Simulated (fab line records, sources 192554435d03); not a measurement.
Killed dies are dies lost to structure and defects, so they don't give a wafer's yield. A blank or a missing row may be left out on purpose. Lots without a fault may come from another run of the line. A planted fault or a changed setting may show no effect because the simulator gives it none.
fab line records | flow n5_finfet
record lots=3 wafers=9 last_day=17
route steps=1938 shown BEOL_M0_SAQP@674 BEOL_M0_CUTY@701 BEOL_M0@715 BEOL_M4@1111 PASSIVATION@1936
lots that met no fault: from a run of the same line without faults
start_h: hours from the record's first day to the start of the lot's first wafer shown | wait_h: hours since the lot's step before | " the same as in the row above | L1.1+2: a row that stands for several wafers | - no value, or no start given | * or withheld: withheld | < > ~ a bound
route shown NAME@n: a module of which the file shows steps, and the number in the route of the first | usual: mean/standard deviation of fault-free wafers | same: alike in all rows | chamber/n: place in a boat | sites: the reading at each site | _std_site: their standard deviation | _edge_site: outer sites' mean less inner sites' | radius_mm: how far each site lies from the wafer's centre | mask NAME#n: copy n | behind: the tool/chamber that last shaped the wafer | hold: why the lot was held/for how many hours/how that ended | device: the transistor (n, p or np) that didn't switch | end of line: the same wafers' tests at the end of the route | a step without rows: its recipe alone | killed: dies lost to structure and defects at the first sort, not the wafer's yield | map: a wafer's dies, x killed, . not, _ none there
set.NAME: the setting as run; set.NAME@STEP: as run at that earlier step | model.NAME: the simulator's own value behind a step, which no gauge read
lots at some steps of the route; a table a step, a row a wafer
services: from which hour (start_h, from the record's first day; less than 0 if before it) a tool's chamber was out of use, for how many hours, and why
## steps
# step N5_BEOL_M0_SAQP_STRIP_108
# recipe chemistry=N2/H2 power_w=500 temp_c=40 pressure_mtorr=50 rf_frequency_hz=6e+07 overash_fraction=0.3 bias_power_w=28 h2_frac=0.5 n2_flow_sccm=300 h2_flow_sccm=300
# step N5_BEOL_M0_SAQP_RECESS_109
# recipe chemistry=HF/NH3 target=SiO2 target_depth_a=30 afs_cycles=1 temp_c=30 sublimation_temp_c=180 sublimation_time_s=60
# step N5_BEOL_M0_SAQP_SPACER2_ALD_26
# recipe material=SiO2 target_thk_a=150 temp_c=300 ald_precursor_family=BDEAS ald_co_reactant=O2-plasma pulse_time_s=1 purge_time_s=2 co_reactant_purge_time_s=2 pressure_torr=2
# step N5_BEOL_M0_SAQP_SPACER2_ETCHBACK_27
# recipe chemistry=CHF3/O2 mode=anisotropic_etchback target=SiO2 target_depth_a=225 time_s=11.25 pressure_mtorr=30 source_w=650 bias_w=170 Ar_flow_sccm=200 CHF3_flow_sccm=50 O2_flow_sccm=5 ion_energy_ev=200
# step N5_BEOL_M0_SAQP_MANDREL2_REMOVE_110
# recipe chemistry=HBr/Cl2/O2 bt_time_s=10 target=a-Si stop_on=SiCN endpoint=OES-SiCl over_etch_frac=1 icp_w=600 bias_w=30 HBr_flow_sccm=150 Cl2_flow_sccm=80 O2_flow_sccm=5 pressure_mtorr=10
# step N5_BEOL_M0_SAQP_COAT_69
# recipe resist=SOC temp_c=250 time_s=60 spin_rpm=1500 resist_thk_nm=90
# step N5_BEOL_M0_SAQP_COAT_72
# recipe resist=SiARC temp_c=220 time_s=60 spin_rpm=1500 resist_thk_nm=15
# step N5_BEOL_M0_SAQP_COAT_87
# recipe resist=underlayer temp_c=205 time_s=60 spin_rpm=1500 resist_thk_nm=5
# step N5_BEOL_M0_SAQP_COAT_34
# recipe resist=CAR-EUV spin_rpm=1500 resist_thk_nm=30
# step N5_BEOL_M0_SAQP_EBR_36
# recipe solvent=PGMEA ebr_width_mm=1.5
# step N5_BEOL_M0_SAQP_SOFTBAKE_35
# recipe temp_c=110 time_s=60 resist=CAR-EUV
# step N5_BEOL_M0_SAQP_EXPOSE_37
# recipe mask_id=M0_CUT1 na=0.33 source_shape=annular sigma_inner=0.35 sigma_outer=0.8 polarization=unpolarized target_cd_nm=30 dose_mj=44.75
# columns lot.wafer tool chamber start_h wait_h mask
L428.2+4+5 euv_scanner-02 0 120.02 - M0_CUT1#0
L430.2+3+5 euv_scanner-01 0 127.12 - M0_CUT1#0
L450.2+3+6 euv_scanner-02 0 248.64 - M0_CUT1#0
# step N5_BEOL_M0_SAQP_PEB_38
# recipe peb_temp_c=100 peb_time_s=60 resist=CAR-EUV
# step N5_BEOL_M0_SAQP_DEVELOP_39
# recipe develop_time_s=30 developer=TMAH resist=CAR-EUV rinse_liquid=surfactant_rinse dry=air_spin dev_temp_c=23
# step N5_BEOL_M0_SAQP_CD_MEAS_40
# recipe target_cd_nm=30 landing_energy_ev=500 detector=se_inlens
# usual cd_nm=30.00/0.24
# columns lot.wafer tool chamber start_h wait_h cd_nm
L428.2 cd_sem-03 0 120.15 - 30.09
L428.4 " 0 " " 30.16
L428.5 " 0 " " 29.48
L430.2 cd_sem-02 0 127.24 - 29.84
L430.3 " 0 " " 29.85
L430.5 " 0 " " 29.97
L450.2 cd_sem-02 0 248.77 - 24.29
L450.3 " 0 " " 23.28
L450.6 " 0 " " 30.35
# step N5_BEOL_M0_SAQP_DESCUM_45
# recipe chemistry=O2 time_s=7 source_power_w=50 bias_power_w=20 pressure_mtorr=20 rf_frequency_hz=2.712e+07 temp_c=40 resist=CAR-EUV o2_flow_sccm=225
# usual drypump_motor_current_A=5.8/0.43 oes_product_au=0.79/0.084 rf_fwd_power_W=49.41/0.25 rf_vpp_V=243.2/1.2 showerhead_plenum_p_Torr=2.08/0.055 throttle_valve_pct=20.45/0.25
# columns lot.wafer tool chamber start_h wait_h drypump_motor_current_A oes_product_au rf_fwd_power_W rf_hours_counter_h rf_vpp_V showerhead_plenum_p_Torr throttle_valve_pct model.BEOL_M0_SAQP.cd_nm
L428.2 rie_diel-02 1 120.27 0.0 5.8 0.70 49.23 231 242.6 2.04 20.80 29.8
L428.4 " 3 " " 6.3 0.86 49.69 49 244.1 2.12 20.36 29.8
L428.5 " 2 " " 6.1 0.74 49.74 - 243.9 2.17 20.54 30
L430.2 rie_diel-02 3 127.36 0.0 6.3 0.87 49.62 52 244.3 2.11 20.35 30
L430.3 " 2 " " 6.0 0.75 49.76 143 244.5 2.17 20.53 30.2
L430.5 " 2 " " 6.0 0.75 49.74 - 245.3 2.17 20.55 30.2
L450.2 rie_diel-06 3 249.11 0.2 5.2 0.71 49.18 224 242.3 2.15 20.67 24.2
L450.3 " 0 " " 5.6 0.90 49.32 16 243.4 2.07 20.61 23.2
L450.6 " 3 " " 5.2 0.71 49.29 - 244.0 2.15 20.67 30
# step N5_BEOL_M0_SAQP_ETCH_88
# recipe chemistry=N2/H2 target=underlayer target_depth_a=65 time_s=5.2 ion_energy_ev=200 mask_material=CAR-EUV pressure_mtorr=30 source_w=840 bias_w=150 n2_flow_sccm=200 h2_flow_sccm=200 ends=cleared
# step N5_BEOL_M0_SAQP_ETCH_73
# recipe chemistry=CF4 target=SiARC target_depth_a=195 mask_material=CAR-EUV time_s=32.5 ion_energy_ev=80 pressure_mtorr=40 source_w=545 bias_w=36 Ar_flow_sccm=100 cf4_flow_sccm=100 ends=cleared
# step N5_BEOL_M0_SAQP_CUT_ETCH_46
# recipe chemistry=N2/H2 target=SOC target_depth_a=1350 overetch_a=270 temp_c=40 time_s=202.5 ion_energy_ev=200 mask_material=SiARC pressure_mtorr=30 source_w=840 bias_w=150 n2_flow_sccm=200 h2_flow_sccm=200
# step N5_BEOL_M0_SAQP_STRIP_74
# recipe chemistry=N2/H2 temp_c=40 n2_flow_sccm=200 h2_flow_sccm=200 rf_frequency_hz=6e+07
# step N5_BEOL_M0_SAQP_STRIP_89
# recipe chemistry=N2/H2 temp_c=40 n2_flow_sccm=200 h2_flow_sccm=200 rf_frequency_hz=6e+07
# step N5_BEOL_M0_SAQP_ALD_48
# recipe material=SiO2 target_thk_a=200 temp_c=100 ald_precursor_family=BDEAS ald_co_reactant=O2-plasma pulse_time_s=1 co_reactant_pulse_time_s=1 purge_time_s=2 co_reactant_purge_time_s=2 ald_cycles=139 pressure_torr=2
# step N5_BEOL_M0_SAQP_ETCH_49
# recipe chemistry=CF4/O2 target_depth_a=370 target=SiO2 pressure_mtorr=40 source_w=535 bias_w=49 Ar_flow_sccm=100 cf4_flow_sccm=100 O2_flow_sccm=10 ion_energy_ev=100
# usual drypump_motor_current_A=5.8/0.42 oes_product_au=0.79/0.078 rf_fwd_power_W=532.8/1.9 rf_vpp_V=241/4.3 showerhead_plenum_p_Torr=2.19/0.054 throttle_valve_pct=15.86/0.25
# columns lot.wafer tool chamber start_h wait_h drypump_motor_current_A oes_product_au rf_fwd_power_W rf_hours_counter_h rf_vpp_V showerhead_plenum_p_Torr throttle_valve_pct model.BEOL_M0_SAQP.cd_nm
L428.2 rie_diel-02 0 121.24 0.3 5.0 0.89 529.0 23 244 2.16 15.69 29.8
L428.4 " 3 " " 6.3 0.86 534.3 49 246 2.24 15.81 29.6
L428.5 " 2 " " 6.0 0.74 534.5 - 242 2.28 16.07 29.8
L430.2 rie_diel-01 1 128.17 0.3 5.4 0.77 531.2 146 231 2.12 15.66 29.8
L430.3 " 3 " " 6.2 0.78 530.0 126 248 2.12 15.71 29.8
L430.5 " 1 " " 5.5 0.76 531.9 - 233 2.12 15.66 29.8
L450.2 rie_diel-06 0 250.07 0.3 5.6 0.91 532.3 16 239 2.18 15.91 24.2
L450.3 " 2 " " 6.2 0.71 533.8 211 239 2.19 16.26 23.2
L450.6 " 0 " " 5.6 0.91 531.0 - 239 2.18 15.89 29.8
# step N5_BEOL_M0_SAQP_STRIP_75
# recipe chemistry=CF4 resist=SiARC power_w=300 bias_power_w=75 pressure_mtorr=50 cf4_flow_sccm=150 rf_frequency_hz=6e+07
# step N5_BEOL_M0_CUTY_COAT_50
# recipe resist=SiARC temp_c=220 time_s=60 spin_rpm=1500 resist_thk_nm=15
# step N5_BEOL_M0_CUTY_COAT_51
# recipe resist=CAR-ArF-block spin_rpm=1500 resist_thk_nm=150
# step N5_BEOL_M0_CUTY_EBR_52
# recipe solvent=PGMEA ebr_width_mm=1.5
# step N5_BEOL_M0_CUTY_SOFTBAKE_53
# recipe temp_c=110 time_s=60 resist=CAR-ArF-block
# step N5_BEOL_M0_CUTY_EXPOSE_54
# recipe mask_id=M0_ABLK na=1.35 source_shape=conventional sigma_outer=0.8 polarization=unpolarized dose_mj=36
# step N5_BEOL_M0_CUTY_PEB_55
# recipe peb_temp_c=110 peb_time_s=60 resist=CAR-ArF-block
# step N5_BEOL_M0_CUTY_DEVELOP_56
# recipe develop_time_s=30 developer=TMAH resist=CAR-ArF-block rinse_liquid=diw dry=air_spin dev_temp_c=23
# step N5_BEOL_M0_CUTY_DESCUM_61
# recipe chemistry=O2 time_s=7.9 source_power_w=50 bias_power_w=20 pressure_mtorr=20 rf_frequency_hz=2.712e+07 temp_c=40 resist=CAR-ArF-block o2_flow_sccm=225
# step N5_BEOL_M0_CUTY_ETCH_62
# recipe chemistry=CF4 target=SiARC mask_material=CAR-ArF-block time_s=58.5 ion_energy_ev=80 pressure_mtorr=40 source_w=545 bias_w=36 Ar_flow_sccm=100 cf4_flow_sccm=100 ends=cleared
# step N5_BEOL_M0_CUTY_ETCH_63
# recipe chemistry=N2/H2 target=SOC target_depth_a=827 overetch_a=165 mask_material=SiARC temp_c=40 ion_energy_ev=200 time_s=124 pressure_mtorr=30 source_w=840 bias_w=150 n2_flow_sccm=200 h2_flow_sccm=200
# step N5_BEOL_M0_CUTY_STRIP_64
# recipe chemistry=N2/H2 temp_c=40 n2_flow_sccm=200 h2_flow_sccm=200 rf_frequency_hz=6e+07
# step N5_BEOL_M0_ETCH_138
# recipe chemistry=CH3F/O2 target_depth_a=120 target=SiCN time_s=31.6 ion_energy_ev=120 pressure_mtorr=30 source_w=395 bias_w=75 Ar_flow_sccm=150 CH3F_flow_sccm=30 O2_flow_sccm=20 ends=cleared
# step N5_BEOL_M4_RC_MEAS_101
# usual DIBL_N=35.3/1.5 DIBL_P=35.3/1.9 IOFF_N=0.145/0.027 IOFF_P=0.20/0.033 ION_N=670/12 ION_P=462/6.8 SS_N=71.3/0.6 SS_P=73.1/0.7 VT_N=251/3.4 VT_P=-251/3.2
# columns lot.wafer tool chamber start_h wait_h DIBL_N[mV/V] DIBL_P[mV/V] IOFF_N[nA/um] IOFF_P[nA/um] ION_N[uA/um] ION_P[uA/um] SS_N[mV/dec] SS_P[mV/dec] VT_N[mV] VT_P[mV]
L428.2 prober-02 0 182.86 0.2 36.5 37.2 0.178 0.23 683 470 72.0 73.3 246 -248
L428.4 " 0 " " 36.0 36.1 0.167 0.21 687 468 70.9 72.7 246 -249
L428.5 " 0 " " 33.9 32.9 0.127 0.16 666 459 70.8 72.3 250 -252
L430.2 prober-02 0 192.18 0.2 36.6 38.9 0.205 0.25 683 465 71.0 74.7 242 -251
L430.3 " 0 " " 33.8 35.7 0.147 0.20 672 464 71.1 73.2 248 -251
L430.5 " 0 " " 34.3 36.4 0.151 0.21 670 462 71.2 73.3 248 -252
L450.6 prober-02 0 308.02 0.8 35.5 34.1 0.121 0.17 664 454 70.7 72.6 254 -250
# step N5_PASSIVATION_PROBE_49
# usual defect_limited_yield=91.2/1.5 killed_at_M0_to_M3=34/11 killed_at_M4_up=14/5.4 killed_at_contacts=12/5.9 killed_at_front_end=40/12 killed_at_other=4/3.3 killed_dies=103/18 killed_on_rim=14/4.1 killed_open=68/13 killed_short=34/7.5 sort_bin_5_function=5.1/1 sort_bin_6_memory=3.3/0.7 sort_n_pass=1076/18 sort_yield_pct=91.2/1.5
# same gross_dies=1180 killed_at_back_side=0 sort_bin_4_leakage[%]=0 sort_bin_8_speed[%]=0
# columns lot.wafer tool chamber start_h wait_h defect_limited_yield[%] killed_at_M0_to_M3 killed_at_M4_up killed_at_contacts killed_at_front_end killed_at_other killed_dies killed_on_rim killed_open killed_short sort_bin_5_function[%] sort_bin_6_memory[%] sort_n_pass sort_yield_pct[%]
L428.2 prober-02 - 290.38 0.1 93.0 17 5 14 47 0 83 6 50 31 4.2 2.5 1097 93.0
L428.4 prober-02 - 290.48 0.2 91.5 40 9 21 30 0 100 14 64 36 4.8 3.1 1080 91.5
L428.5 prober-02 - 290.53 0.2 93.6 13 10 17 34 1 75 8 50 25 3.5 2.8 1105 93.6
L430.2 prober-02 - 292.25 0.1 89.6 26 16 24 50 7 123 18 84 36 6.7 3.6 1057 89.6
L430.3 prober-02 - 292.30 0.1 91.4 20 7 22 50 2 101 18 68 29 4.9 3.4 1079 91.4
L430.5 prober-02 - 292.40 0.2 91.7 24 13 10 49 2 98 12 62 36 4.9 3.1 1082 91.7
L450.2 prober-01 - 414.49 0.1 0 1098 9 8 57 8 1180 152 84 52 6.3 5.3 0 0
L450.3 prober-01 - 414.54 0.1 0 1110 11 6 45 8 1180 152 69 41 6.3 2.7 0 0
L450.6 prober-01 - 414.69 0.3 89.5 45 15 14 47 3 124 9 89 34 6.2 3.8 1056 89.5
# killed by level:class
L428.2 FIN_SAQP:geometric_particle:short=14 MOL_CONTACT_COAG:geometric_particle:open=12 STI_FIN_REVEAL:geometric_particle:open=9 BEOL_M2:geometric_particle:open=7 GATE_CUT:geometric_particle:short=4 STI_FIN_REVEAL:geometric_particle:short=3 DUMMY_GATE:geometric_particle:open=3 BEOL_M0_SAQP:geometric_particle:open=3
L428.4 MOL_CONTACT_COAG:geometric_particle:open=17 BEOL_M1:geometric_particle:open=10 BEOL_M0_SAQP:geometric_particle:short=8 FIN_SAQP:geometric_particle:short=7 BEOL_M0_SAQP:geometric_particle:open=6 BEOL_M2:geometric_particle:open=6 STARTING-WAFER:geometric_particle:short=5 DUMMY_GATE:geometric_particle:open=4
L428.5 MOL_CONTACT_COAG:geometric_particle:open=15 STI_FIN_REVEAL:geometric_particle:open=9 FIN_SAQP:geometric_particle:short=8 FIN_SAQP:geometric_particle:open=4 GATE_CUT:geometric_particle:short=4 STARTING-WAFER:geometric_particle:short=4 BEOL_M0_SAQP:geometric_particle:short=3 BEOL_M3:geometric_particle:open=3
L430.2 MOL_CONTACT_COAG:geometric_particle:open=18 GATE_CUT:geometric_particle:open=13 GATE_CUT:geometric_particle:short=8 BEOL_M0_SAQP:geometric_particle:open=7 BEOL_M2:geometric_particle:open=7 STI_FIN_REVEAL:geometric_particle:open=6 BEOL_M4:geometric_particle:open=6 BEOL_M5:geometric_particle:open=6
L430.3 MOL_CONTACT_COAG:geometric_particle:open=19 STI_FIN_REVEAL:geometric_particle:open=13 BEOL_M0_SAQP:geometric_particle:short=9 FIN_SAQP:geometric_particle:short=6 DUMMY_GATE:geometric_particle:open=6 GATE_CUT:geometric_particle:open=5 FIN_SAQP:geometric_particle:open=4 GATE_CUT:geometric_particle:short=4
L430.5 STI_FIN_REVEAL:geometric_particle:open=12 MOL_CONTACT_COAG:geometric_particle:open=8 FIN_SAQP:geometric_particle:short=7 GATE_CUT:geometric_particle:open=7 BEOL_M0_SAQP:geometric_particle:short=7 FIN_SAQP:geometric_particle:open=6 BEOL_M2:geometric_particle:open=5 STI_FIN_REVEAL:geometric_particle:short=4
L450.2 BEOL_M0_SAQP:area_expose=1043 FIN_SAQP:geometric_particle:open=21 FIN_SAQP:geometric_particle:short=15 BEOL_M0_SAQP:geometric_particle:open=10 BEOL_M0_SAQP:geometric_particle:short=9 BEOL_M1:geometric_particle:open=8 BEOL_M3:geometric_particle:short=8 BEOL_M2:geometric_particle:open=6
L450.3 BEOL_M0_SAQP:area_expose=1070 FIN_SAQP:geometric_particle:open=15 BEOL_M0_SAQP:geometric_particle:open=12 FIN_SAQP:geometric_particle:short=10 BEOL_M0_SAQP:geometric_particle:short=9 STI_FIN_REVEAL:geometric_particle:open=7 BEOL_M4:geometric_particle:open=7 BEOL_M3:geometric_particle:open=6
L450.6 FIN_SAQP:geometric_particle:open=15 MOL_CONTACT_COAG:geometric_particle:open=13 BEOL_M1:geometric_particle:open=10 FIN_SAQP:geometric_particle:short=9 BEOL_M2:geometric_particle:open=8 BEOL_M0_SAQP:geometric_particle:short=7 BEOL_M4:geometric_particle:open=6 STI_FIN_REVEAL:geometric_particle:open=5
# map L450.2 (x killed, . not)
_________________xxxxxxxxxxxx________________
______________xxxxxxxxxxxxxxxxxx_____________
___________xxxxxxxxxxxxxxxxxxxxxxxx__________
__________xxxxxxxxxxxxxxxxxxxxxxxxxx_________
________xxxxxxxxxxxxxxxxxxxxxxxxxxxxxx_______
_______xxxxxxxxxxxxxxxxxxxxxxxxxxxxxxxx______
______xxxxxxxxxxxxxxxxxxxxxxxxxxxxxxxxxx_____
_____xxxxxxxxxxxxxxxxxxxxxxxxxxxxxxxxxxxx____
____xxxxxxxxxxxxxxxxxxxxxxxxxxxxxxxxxxxxxx___
___xxxxxxxxxxxxxxxxxxxxxxxxxxxxxxxxxxxxxxxx__
___xxxxxxxxxxxxxxxxxxxxxxxxxxxxxxxxxxxxxxxx__
__xxxxxxxxxxxxxxxxxxxxxxxxxxxxxxxxxxxxxxxxxx_
__xxxxxxxxxxxxxxxxxxxxxxxxxxxxxxxxxxxxxxxxxx_
_xxxxxxxxxxxxxxxxxxxxxxxxxxxxxxxxxxxxxxxxxxxx
_xxxxxxxxxxxxxxxxxxxxxxxxxxxxxxxxxxxxxxxxxxxx
_xxxxxxxxxxxxxxxxxxxxxxxxxxxxxxxxxxxxxxxxxxxx
_xxxxxxxxxxxxxxxxxxxxxxxxxxxxxxxxxxxxxxxxxxxx
_xxxxxxxxxxxxxxxxxxxxxxxxxxxxxxxxxxxxxxxxxxxx
_xxxxxxxxxxxxxxxxxxxxxxxxxxxxxxxxxxxxxxxxxxxx
_xxxxxxxxxxxxxxxxxxxxxxxxxxxxxxxxxxxxxxxxxxxx
_xxxxxxxxxxxxxxxxxxxxxxxxxxxxxxxxxxxxxxxxxxxx
__xxxxxxxxxxxxxxxxxxxxxxxxxxxxxxxxxxxxxxxxxx_
__xxxxxxxxxxxxxxxxxxxxxxxxxxxxxxxxxxxxxxxxxx_
___xxxxxxxxxxxxxxxxxxxxxxxxxxxxxxxxxxxxxxxx__
___xxxxxxxxxxxxxxxxxxxxxxxxxxxxxxxxxxxxxxxx__
____xxxxxxxxxxxxxxxxxxxxxxxxxxxxxxxxxxxxxx___
_____xxxxxxxxxxxxxxxxxxxxxxxxxxxxxxxxxxxx____
______xxxxxxxxxxxxxxxxxxxxxxxxxxxxxxxxxx_____
_______xxxxxxxxxxxxxxxxxxxxxxxxxxxxxxxx______
________xxxxxxxxxxxxxxxxxxxxxxxxxxxxxx_______
__________xxxxxxxxxxxxxxxxxxxxxxxxxx_________
___________xxxxxxxxxxxxxxxxxxxxxxxx__________
______________xxxxxxxxxxxxxxxxxx_____________
_________________xxxxxxxxxxxx________________
# map L428.4 (x killed, . not)
_________________.xx...x.x...________________
______________..............x..._____________
___________......x..........x....x.__________
__________.....x.........x.........._________
________..........................xx.._______
_______.....x............x.............______
______.............x........x......x...._____
_____.........x..........x.............x.____
____.........x.x.x.......x.x......xx......___
___.....................x..................__
___.............x.............xx..x........__
__x..x..............x......x...........x...._
__..x.....................x...........x....._
_........x..........x.....................xx.
_..............x.............x....xx..x......
_..x.x....x.........x.................xx.....
_....x..........x...........................x
_...x.xx.............x.........x.............
_.......x....................x...............
_.............x..........xx..................
_..............x.............................
__...........x....x........x...........x...._
__..........x....x.........................._
___........................................__
___............x.x...x...x.............x...__
____......................x.......x.......___
_____........x................x....x..x..____
______......x.....................x....._____
_______.........x.....x....x..........x______
________.............x................_______
__________x.....x..x...x....x.....x._________
___________........................__________
______________......x..........._____________
_________________............________________
## services
# columns tool chamber start_h hours kind
rie_diel-02 - 97.54 0.5 repair
euv_scanner-01 - 104.30 1.0 pm
rie_diel-02 - 113.36 0.2 repair
rie_diel-01 0 117.13 8.1 repair
rie_diel-02 1 122.10 29.3 repair
rie_diel-06 3 134.11 4.1 repair
euv_scanner-02 - 140.57 4.6 pm
euv_scanner-02 - 147.53 1.0 pm
euv_scanner-01 - 158.80 4.6 pm
euv_scanner-02 0 165.63 - calibration
rie_diel-06 0 170.31 - clean
rie_diel-06 0 170.31 - consumable_replace:focus_ring
rie_diel-06 - 176.96 1.2 repair
euv_scanner-01 - 187.20 0.3 repair
euv_scanner-02 - 203.68 1.0 pm
rie_diel-06 2 204.70 3.3 repair
rie_diel-02 1 208.27 - clean
rie_diel-02 1 208.27 - consumable_replace:focus_ring
rie_diel-02 1 208.27 17.2 scheduled_down
rie_diel-02 1 208.27 17.2 vent_cycle
euv_scanner-01 - 216.60 1.0 pm
euv_scanner-01 - 223.48 67.0 repair
rie_diel-02 0 242.88 8.6 repair
rie_diel-06 - 246.07 0.3 repair
## key
first_sign step=N5_BEOL_M0_SAQP_CD_MEAS_40 reading=cd_nm direction=down sigmas=26 usual=30.00 struck=23.79
effect step=N5_PASSIVATION_PROBE_49 reading=killed_at_M0_to_M3 direction=up sigmas=96 usual=34 struck=1104
model_effect step=N5_BEOL_M0_SAQP_DESCUM_45 value=BEOL_M0_SAQP.cd_nm without=29.8 struck=23.7
model_effect step=N5_BEOL_M0_SAQP_ETCH_49 value=BEOL_M0_SAQP.cd_nm without=29.8 struck=23.7
more_kills_born_at N5_BEOL_M0_SAQP_EXPOSE_37@euv_scanner-02=2113
met_at N5_BEOL_M0_SAQP_EXPOSE_37
struck_wafers L450.2,L450.3
later_rows_left_out L450.2,L450.3
onset_between 120.02 248.64
fault kind=process_parameter_drift tool=euv_scanner-02 chamber=- onset_h=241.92 steps=N5_BEOL_M0_SAQP_EXPOSE_37 channel=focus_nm offset=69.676 shape=step end_h=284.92 scope=struck_wafers_only
# later_rows_left_out: the simulator's readings of these wafers behind a module that went badly wrong aren't trusted and aren't shown, but for the sort
